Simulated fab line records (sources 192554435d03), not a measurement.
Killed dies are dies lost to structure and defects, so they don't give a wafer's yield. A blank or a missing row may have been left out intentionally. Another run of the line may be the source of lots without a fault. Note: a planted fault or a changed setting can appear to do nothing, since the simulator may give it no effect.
Which tool is to blame? / flow n5Finfet / Sampling: 10 lots, 29 wafers, 2 of 1938 route steps

## WHAT THE GAUGES READ, wafer by wafer
N5_BEOL_M11_CD_MEAS_35: the cd target is 70 nm. Usual: cdNm at 70.0 nm, with a standard deviation of 0.69.
lot=L936; measured=day 11 11:18; on=cdSem-01; cdNm (nm)=70.4 71.1 70.9; flag=
lot=L935; measured=day 12 01:21; on=cdSem-03; cdNm (nm)=68.9 70.8 69.6; flag=
lot=L940; measured=day 13 03:46; on=cdSem-02; cdNm (nm)=70.0 70.9 70.3; flag=
lot=L944; measured=day 13 20:22; on=cdSem-01; cdNm (nm)=72.4 71.6; flag=
lot=L948; measured=day 15 11:04; on=cdSem-01; cdNm (nm)=70.7 69.6 70.1; flag=
lot=L951; measured=day 16 15:07; on=cdSem-02; cdNm (nm)=70.3 69.7 69.3; flag=
lot=L953; measured=day 17 02:41; on=cdSem-02; cdNm (nm)=70.0 70.9 70.9; flag=
lot=L955; measured=day 18 01:58; on=cdSem-03; cdNm (nm)=70.9 69.4 70.0; flag=
lot=L958; measured=day 18 02:52; on=cdSem-03; cdNm (nm)=68.7 70.1 69.9; flag=
lot=L956; measured=day 18 01:59; on=cdSem-01; cdNm (nm)=69.9 70.6 70.5; flag=

## TOOL THAT RAN EACH LOT (tool first, then ch and the chambers of the sampled wafers, then the start)
lot=L936; N5_BEOL_M11_ETCH_62=rieDiel-02 ch 1,2,3, day 11 07:56
lot=L935; N5_BEOL_M11_ETCH_62=rieDiel-01 ch 0,2, day 11 16:17
lot=L940; N5_BEOL_M11_ETCH_62=rieDiel-02 ch 0,1,3, day 13 01:18
lot=L944; N5_BEOL_M11_ETCH_62=rieDiel-01 ch 0, day 13 18:40
lot=L948; N5_BEOL_M11_ETCH_62=rieDiel-02 ch 0,1, day 15 09:13
lot=L951; N5_BEOL_M11_ETCH_62=rieDiel-01 ch 0,2,3, day 16 13:35
lot=L953; N5_BEOL_M11_ETCH_62=rieDiel-03 ch 0,3, day 16 22:32
lot=L955; N5_BEOL_M11_ETCH_62=rieDiel-01 ch 1,2,3, day 17 22:46
lot=L958; N5_BEOL_M11_ETCH_62=rieDiel-01 ch 1,3, day 17 23:01
lot=L956; N5_BEOL_M11_ETCH_62=rieDiel-01 ch 2,3, day 17 23:16
- N5_BEOL_M11_ETCH_62: etches SOC in N2/H2, target depth 110 nm, overetch 22 nm, time 165 s.

## AS READ BY THE TOOLS THEMSELVES (means over the sampled wafers that have a number; for cases with no such wafer, the mark the record gives instead)
N5_BEOL_M11_ETCH_62. Usual: chamberPressureMTorr 30.001 mTorr, standard deviation 0.027; drypumpMotorCurrentA 5.7 A, standard deviation 0.38; oesProductAu 0.63 a.u., standard deviation 0.065; rfVppV 523.9 V, standard deviation 2.6; showerheadPlenumPTorr 2.55 Torr, standard deviation 0.083; throttleValvePct 18.11 %, standard deviation 0.19.
lot=L936; tool=rieDiel-02; chamberPressureMTorr (mTorr)=30.002; drypumpMotorCurrentA (A)=5.4; oesProductAu (a.u.)=0.66; rfVppV (V)=526.1; showerheadPlenumPTorr (Torr)=2.61; throttleValvePct (%)=18.05; flag=
lot=L935; tool=rieDiel-01; chamberPressureMTorr (mTorr)=30.003; drypumpMotorCurrentA (A)=5.6; oesProductAu (a.u.)=0.60; rfVppV (V)=524.5; showerheadPlenumPTorr (Torr)=2.57; throttleValvePct (%)=18.19; flag=
lot=L940; tool=rieDiel-02; chamberPressureMTorr (mTorr)=29.979; drypumpMotorCurrentA (A)=5.5; oesProductAu (a.u.)=0.68; rfVppV (V)=525.6; showerheadPlenumPTorr (Torr)=2.60; throttleValvePct (%)=17.84; flag=
lot=L944; tool=rieDiel-01; chamberPressureMTorr (mTorr)=29.974; drypumpMotorCurrentA (A)=5.8; oesProductAu (a.u.)=0.58; rfVppV (V)=522.8; showerheadPlenumPTorr (Torr)=2.52; throttleValvePct (%)=18.21; flag=
lot=L948; tool=rieDiel-02; chamberPressureMTorr (mTorr)=30.034; drypumpMotorCurrentA (A)=5.7; oesProductAu (a.u.)=0.65; rfVppV (V)=522.7; showerheadPlenumPTorr (Torr)=2.52; throttleValvePct (%)=17.77; flag=
lot=L951; tool=rieDiel-01; chamberPressureMTorr (mTorr)=30.005; drypumpMotorCurrentA (A)=5.9; oesProductAu (a.u.)=0.58; rfVppV (V)=523.0; showerheadPlenumPTorr (Torr)=2.52; throttleValvePct (%)=18.21; flag=
lot=L953; tool=rieDiel-03; chamberPressureMTorr (mTorr)=29.999; drypumpMotorCurrentA (A)=5.4; oesProductAu (a.u.)=0.60; rfVppV (V)=522.4; showerheadPlenumPTorr (Torr)=2.51; throttleValvePct (%)=18.21; flag=
lot=L955; tool=rieDiel-01; chamberPressureMTorr (mTorr)=29.988; drypumpMotorCurrentA (A)=6.0; oesProductAu (a.u.)=0.66; rfVppV (V)=522.1; showerheadPlenumPTorr (Torr)=2.51; throttleValvePct (%)=18.12; flag=
lot=L958; tool=rieDiel-01; chamberPressureMTorr (mTorr)=30.034; drypumpMotorCurrentA (A)=6.4; oesProductAu (a.u.)=0.67; rfVppV (V)=520.6; showerheadPlenumPTorr (Torr)=2.44; throttleValvePct (%)=18.05; flag=
lot=L956; tool=rieDiel-01; chamberPressureMTorr (mTorr)=30.028; drypumpMotorCurrentA (A)=6.2; oesProductAu (a.u.)=0.58; rfVppV (V)=521.8; showerheadPlenumPTorr (Torr)=2.48; throttleValvePct (%)=18.17; flag=

## THE ANSWER, worked out from the rows above alone
Rule: a lot is off if the mean of its wafers that have a number lies more than 3 standard deviations from the usual mean. A lot without any number at a reading at which 4 lots or more have one is off too. Where the step has rows for the other lots, those lots are counted as sound. The gauges are gone through in route order, then the tools' own readings, and for those a lot's mean is taken as printed above. At the first step where some lot is off, the reading lying furthest off is the one used; lots without a number count as furthest.
Nothing can be told from this: no lot is off at any reading shown.

## WHAT THE SIMULATOR HAD INSERTED
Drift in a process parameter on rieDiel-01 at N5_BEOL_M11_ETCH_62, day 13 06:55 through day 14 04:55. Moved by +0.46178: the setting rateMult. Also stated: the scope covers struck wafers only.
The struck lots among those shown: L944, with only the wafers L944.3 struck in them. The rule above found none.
